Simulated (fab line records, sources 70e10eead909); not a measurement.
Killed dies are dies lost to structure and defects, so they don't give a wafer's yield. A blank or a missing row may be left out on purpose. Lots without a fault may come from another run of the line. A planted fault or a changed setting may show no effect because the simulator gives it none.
Chamber matching | flow nand_harc | NHARC_A_STAIRCASE_DEP_151 on pecvd-03: 3 sister chambers
The step deposits SiO2, target thk 3800 nm. 6 wafers are shown with their chamber, then 8 later ones without.

WAFERS WITH THEIR CHAMBER
wafer  | chamber | heater_power_w (W) | mfc_precursor_sccm (sccm)
L086.1 | 2       | 642                | 200.4
L086.6 | 0       | 501                | 199.0
L090.3 | 1       | 708                | 200.2
L090.5 | 1       | 599                | 199.8
L090.6 | 2       | 544                | 200.3
L092.4 | 0       | 508                | 200.0

WAFERS WITHOUT THEIR CHAMBER
wafer  | heater_power_w (W) | mfc_precursor_sccm (sccm)
L092.5 | 583                | 201.4
L092.6 | 543                | 200.0
L094.1 | 581                | 199.9
L094.2 | 615                | 200.6
L094.6 | 502                | 199.4
L096.2 | 643                | 199.2
L096.3 | 609                | 199.5
L096.6 | 521                | 199.7

WHICH CHAMBER EACH WENT THROUGH
wafer  | from the rows above          | in truth
L092.5 | can't be placed: 2 or 1      | 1
L092.6 | can't be placed: 2 or 0 or 1 | 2
L094.1 | can't be placed: 2 or 1 or 0 | 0
L094.2 | can't be placed: 2 or 1      | 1
L094.6 | 0                            | 0
L096.2 | can't be placed: 1 or 0 or 2 | 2
L096.3 | can't be placed: 1 or 0 or 2 | 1
L096.6 | can't be placed: 0 or 2 or 1 | 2
Placed correctly: 1 of 8. Can't be placed from these rows: 7 (the true chamber is among the candidates in 7). Placed wrongly: 0.
How it was worked out, from the rows above alone: a wafer's distance from a chamber is the root of the sum, over the readings, of the square of ((its reading less the chamber's mean) divided by the reading's scatter). The wafer belongs to the nearest chamber; if the next one is less than 2 further off, it can't be placed. A chamber's mean is the mean of its shown wafers. The scatter: the root of (the sum of the squares of (reading less its chamber's mean) over the shown wafers, divided by (wafers less chambers)).
